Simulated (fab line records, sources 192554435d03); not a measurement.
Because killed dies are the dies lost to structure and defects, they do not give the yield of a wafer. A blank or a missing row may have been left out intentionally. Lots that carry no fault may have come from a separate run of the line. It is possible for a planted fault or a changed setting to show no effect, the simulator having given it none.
Split-lot trial || flow n5_finfet || on a route of 1938 steps: 7 lots, 39 wafers read

ABOUT THE SPLIT
At N5_BEOL_M7_DESCUM_33 (chemistry O2, time 7 s), the setting time_s was moved away from the recipe's 7 s on 18 of the 39 wafers read, by -55.4% to +25.0%. All remaining wafers had this setting at the recipe value.

Between the split and the reading, the file records no step.

THE READING
CAR-EUV_of_BEOL_M7_COAT_22.thk_nm (the simulator's own value, which no gauge read), in nm, at N5_BEOL_M7_ETCH_72 (etches underlayer in N2/H2, target depth 6.5 nm, time 5.2 s). The file gives no usual value for it. Average 20.3 nm, standard deviation 0.097 nm, over the 21 wafers here run with the recipe.

{"wafer": "L074.1", "tool, chamber at the split": "rie_diel-02, 3,3,2", "time_s as run, s": 4.172, "against the recipe": "-40.4%", "CAR-EUV_of_BEOL_M7_COAT_22.thk_nm, nm": 21.6, "against lot-mates on the recipe": "+1.4"}
{"wafer": "L074.4", "tool, chamber at the split": "rie_diel-02, 3,3,2", "time_s as run, s": 4.172, "against the recipe": "-40.4%", "CAR-EUV_of_BEOL_M7_COAT_22.thk_nm, nm": 21.6, "against lot-mates on the recipe": "+1.4"}
{"wafer": "L074.5", "tool, chamber at the split": "rie_diel-02, 3,3,2", "time_s as run, s": 4.172, "against the recipe": "-40.4%", "CAR-EUV_of_BEOL_M7_COAT_22.thk_nm, nm": 21.6, "against lot-mates on the recipe": "+1.4"}
{"wafer": "L074.2", "tool, chamber at the split": "rie_diel-02, 2,1", "time_s as run, s": 7, "against the recipe": "recipe", "CAR-EUV_of_BEOL_M7_COAT_22.thk_nm, nm": 20.2, "against lot-mates on the recipe": "-"}
{"wafer": "L074.3", "tool, chamber at the split": "rie_diel-02, 1", "time_s as run, s": 7, "against the recipe": "recipe", "CAR-EUV_of_BEOL_M7_COAT_22.thk_nm, nm": 20.2, "against lot-mates on the recipe": "-"}
{"wafer": "L074.6", "tool, chamber at the split": "rie_diel-02, 2,1", "time_s as run, s": 7, "against the recipe": "recipe", "CAR-EUV_of_BEOL_M7_COAT_22.thk_nm, nm": 20.2, "against lot-mates on the recipe": "-"}
{"wafer": "L077.1", "tool, chamber at the split": "rie_diel-06, 1,2", "time_s as run, s": 8.748, "against the recipe": "+25.0%", "CAR-EUV_of_BEOL_M7_COAT_22.thk_nm, nm": 19.6, "against lot-mates on the recipe": -0.8}
{"wafer": "L077.3", "tool, chamber at the split": "rie_diel-06, 3", "time_s as run, s": 8.748, "against the recipe": "+25.0%", "CAR-EUV_of_BEOL_M7_COAT_22.thk_nm, nm": 19.6, "against lot-mates on the recipe": -0.8}
{"wafer": "L077.2", "tool, chamber at the split": "rie_diel-06, 2", "time_s as run, s": 7, "against the recipe": "recipe", "CAR-EUV_of_BEOL_M7_COAT_22.thk_nm, nm": 20.4, "against lot-mates on the recipe": "-"}
{"wafer": "L077.4", "tool, chamber at the split": "rie_diel-06, 0,1", "time_s as run, s": 7, "against the recipe": "recipe", "CAR-EUV_of_BEOL_M7_COAT_22.thk_nm, nm": 20.4, "against lot-mates on the recipe": "-"}
{"wafer": "L077.6", "tool, chamber at the split": "rie_diel-06, 0,1", "time_s as run, s": 7, "against the recipe": "recipe", "CAR-EUV_of_BEOL_M7_COAT_22.thk_nm, nm": 20.4, "against lot-mates on the recipe": "-"}
{"wafer": "L077.5", "tool, chamber at the split": "rie_diel-06, 1,2", "time_s as run, s": 8.748, "against the recipe": "+25.0%", "CAR-EUV_of_BEOL_M7_COAT_22.thk_nm, nm": 19.4, "against lot-mates on the recipe": -1.0}
{"wafer": "L078.1", "tool, chamber at the split": "rie_diel-02, 3,2", "time_s as run, s": 7, "against the recipe": "recipe", "CAR-EUV_of_BEOL_M7_COAT_22.thk_nm, nm": 20.2, "against lot-mates on the recipe": "-"}
{"wafer": "L078.2", "tool, chamber at the split": "rie_diel-02, 2,3", "time_s as run, s": 8.479, "against the recipe": "+21.1%", "CAR-EUV_of_BEOL_M7_COAT_22.thk_nm, nm": 19.6, "against lot-mates on the recipe": -0.7}
{"wafer": "L078.3", "tool, chamber at the split": "rie_diel-02, 1", "time_s as run, s": 8.479, "against the recipe": "+21.1%", "CAR-EUV_of_BEOL_M7_COAT_22.thk_nm, nm": 19.6, "against lot-mates on the recipe": -0.7}
{"wafer": "L078.4", "tool, chamber at the split": "rie_diel-02, 3,2", "time_s as run, s": 7, "against the recipe": "recipe", "CAR-EUV_of_BEOL_M7_COAT_22.thk_nm, nm": 20.4, "against lot-mates on the recipe": "-"}
{"wafer": "L078.5", "tool, chamber at the split": "rie_diel-02, 1", "time_s as run, s": 7, "against the recipe": "recipe", "CAR-EUV_of_BEOL_M7_COAT_22.thk_nm, nm": 20.4, "against lot-mates on the recipe": "-"}
{"wafer": "L078.6", "tool, chamber at the split": "rie_diel-02, 2,3", "time_s as run, s": 8.479, "against the recipe": "+21.1%", "CAR-EUV_of_BEOL_M7_COAT_22.thk_nm, nm": 19.4, "against lot-mates on the recipe": -0.9}
{"wafer": "L079.1", "tool, chamber at the split": "rie_diel-02, 1,0,2", "time_s as run, s": 7, "against the recipe": "recipe", "CAR-EUV_of_BEOL_M7_COAT_22.thk_nm, nm": 20.2, "against lot-mates on the recipe": "-"}
{"wafer": "L079.2", "tool, chamber at the split": "rie_diel-02, 1,0,2", "time_s as run, s": 7, "against the recipe": "recipe", "CAR-EUV_of_BEOL_M7_COAT_22.thk_nm, nm": 20.4, "against lot-mates on the recipe": "-"}
{"wafer": "L079.5", "tool, chamber at the split": "rie_diel-02, 1,0,2", "time_s as run, s": 7, "against the recipe": "recipe", "CAR-EUV_of_BEOL_M7_COAT_22.thk_nm, nm": 20.4, "against lot-mates on the recipe": "-"}
{"wafer": "L086.1", "tool, chamber at the split": "rie_diel-05, 0", "time_s as run, s": 3.122, "against the recipe": "-55.4%", "CAR-EUV_of_BEOL_M7_COAT_22.thk_nm, nm": 22.4, "against lot-mates on the recipe": "+2.0"}
{"wafer": "L086.2", "tool, chamber at the split": "rie_diel-05, 1,0", "time_s as run, s": 3.122, "against the recipe": "-55.4%", "CAR-EUV_of_BEOL_M7_COAT_22.thk_nm, nm": 22.4, "against lot-mates on the recipe": "+2.0"}
{"wafer": "L086.5", "tool, chamber at the split": "rie_diel-05, 1,0", "time_s as run, s": 3.122, "against the recipe": "-55.4%", "CAR-EUV_of_BEOL_M7_COAT_22.thk_nm, nm": 22.4, "against lot-mates on the recipe": "+2.0"}
{"wafer": "L086.3", "tool, chamber at the split": "rie_diel-05, 3,2,3", "time_s as run, s": 7, "against the recipe": "recipe", "CAR-EUV_of_BEOL_M7_COAT_22.thk_nm, nm": 20.4, "against lot-mates on the recipe": "-"}
{"wafer": "L086.4", "tool, chamber at the split": "rie_diel-05, 3,2,3", "time_s as run, s": 7, "against the recipe": "recipe", "CAR-EUV_of_BEOL_M7_COAT_22.thk_nm, nm": 20.4, "against lot-mates on the recipe": "-"}
{"wafer": "L086.6", "tool, chamber at the split": "rie_diel-05, 3,2,3", "time_s as run, s": 7, "against the recipe": "recipe", "CAR-EUV_of_BEOL_M7_COAT_22.thk_nm, nm": 20.4, "against lot-mates on the recipe": "-"}
{"wafer": "L092.1", "tool, chamber at the split": "rie_diel-06, 1", "time_s as run, s": 4.947, "against the recipe": "-29.3%", "CAR-EUV_of_BEOL_M7_COAT_22.thk_nm, nm": 21.4, "against lot-mates on the recipe": "+1.0"}
{"wafer": "L092.3", "tool, chamber at the split": "rie_diel-06, 2", "time_s as run, s": 4.947, "against the recipe": "-29.3%", "CAR-EUV_of_BEOL_M7_COAT_22.thk_nm, nm": 21.4, "against lot-mates on the recipe": "+1.0"}
{"wafer": "L092.5", "tool, chamber at the split": "rie_diel-06, 1", "time_s as run, s": 4.947, "against the recipe": "-29.3%", "CAR-EUV_of_BEOL_M7_COAT_22.thk_nm, nm": 21.4, "against lot-mates on the recipe": "+1.0"}
{"wafer": "L092.2", "tool, chamber at the split": "rie_diel-06, 3,0,2", "time_s as run, s": 7, "against the recipe": "recipe", "CAR-EUV_of_BEOL_M7_COAT_22.thk_nm, nm": 20.4, "against lot-mates on the recipe": "-"}
{"wafer": "L092.4", "tool, chamber at the split": "rie_diel-06, 3,0,2", "time_s as run, s": 7, "against the recipe": "recipe", "CAR-EUV_of_BEOL_M7_COAT_22.thk_nm, nm": 20.4, "against lot-mates on the recipe": "-"}
{"wafer": "L092.6", "tool, chamber at the split": "rie_diel-06, 3,0,2", "time_s as run, s": 7, "against the recipe": "recipe", "CAR-EUV_of_BEOL_M7_COAT_22.thk_nm, nm": 20.4, "against lot-mates on the recipe": "-"}
{"wafer": "L094.1", "tool, chamber at the split": "rie_diel-02, 3,0,1", "time_s as run, s": 7, "against the recipe": "recipe", "CAR-EUV_of_BEOL_M7_COAT_22.thk_nm, nm": 20.2, "against lot-mates on the recipe": "-"}
{"wafer": "L094.3", "tool, chamber at the split": "rie_diel-02, 3,0,1", "time_s as run, s": 7, "against the recipe": "recipe", "CAR-EUV_of_BEOL_M7_COAT_22.thk_nm, nm": 20.2, "against lot-mates on the recipe": "-"}
{"wafer": "L094.6", "tool, chamber at the split": "rie_diel-02, 3,0,1", "time_s as run, s": 7, "against the recipe": "recipe", "CAR-EUV_of_BEOL_M7_COAT_22.thk_nm, nm": 20.2, "against lot-mates on the recipe": "-"}
{"wafer": "L094.2", "tool, chamber at the split": "rie_diel-02, 1,2", "time_s as run, s": 3.546, "against the recipe": "-49.3%", "CAR-EUV_of_BEOL_M7_COAT_22.thk_nm, nm": 22, "against lot-mates on the recipe": "+1.8"}
{"wafer": "L094.5", "tool, chamber at the split": "rie_diel-02, 1,2", "time_s as run, s": 3.546, "against the recipe": "-49.3%", "CAR-EUV_of_BEOL_M7_COAT_22.thk_nm, nm": 22, "against lot-mates on the recipe": "+1.8"}
{"wafer": "L094.4", "tool, chamber at the split": "rie_diel-02, 2", "time_s as run, s": 3.546, "against the recipe": "-49.3%", "CAR-EUV_of_BEOL_M7_COAT_22.thk_nm, nm": 21.8, "against lot-mates on the recipe": "+1.6"}
Where a row lists several chambers, the file gives one row for several wafers and doesn't say which wafer went through which chamber.

FIT RESULTS
A straight line over all 39 wafers: CAR-EUV_of_BEOL_M7_COAT_22.thk_nm changes by -0.0346 nm for each +1% of time_s; r = -0.99; the points scatter about the line by 0.11 nm.
The same after taking each lot's own level away (the mean of its wafers on the recipe; 39 wafers): -0.0355 nm for each +1%; r = -1.00; scatter 0.064 nm.
On that fit, the largest move of time_s shifts the reading by 2 nm.
Measured against the standard deviation above, the lots' own levels, which go from 20.20 to 20.40 nm, span 2.1 times it.
The two slopes are in agreement: the lot-to-lot level therefore moves the slope only a little.
Check: +1.95 nm against its lot-mates is what the line predicts for one of the wafers moved furthest among these (-55.4%) when that wafer is left out of the fit. It came out at +2 nm against them.

THESE WAFERS: OTHER SPLITS
These wafers also went through other splits before the reading. Each is held against what the fit with the lots' levels taken away leaves over:
{"other split on the same wafers": "N5_BEOL_M4_CVD_47 target_thk_a", "wafers away from the commonest value": 12, "r with CAR-EUV_of_BEOL_M7_COAT_22.thk_nm (lot level and that fit taken away)": -0.19}

THE WHOLE CHAIN: every reading that the file lists as answering this split, in the file's order
{"step": "N5_BEOL_M7_DESCUM_33", "what it does": "chemistry O2, time 7 s", "reading": "CAR-EUV_of_BEOL_M7_COAT_22.thk_nm (the simulator's own value, which no gauge read)", "change (the file's fit)": "-0.0338 nm for each +1% of the setting", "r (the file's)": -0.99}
{"step": "N5_BEOL_M7_ETCH_72", "what it does": "etches underlayer in N2/H2, target depth 6.5 nm, time 5.2 s", "reading": "CAR-EUV_of_BEOL_M7_COAT_22.thk_nm (the simulator's own value, which no gauge read)", "change (the file's fit)": "-0.0354 nm for each +1% of the setting", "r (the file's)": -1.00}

THE FILE'S OWN FIT
CAR-EUV_of_BEOL_M7_COAT_22.thk_nm changes by -0.0354 nm for each +1% of time_s, r = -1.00.
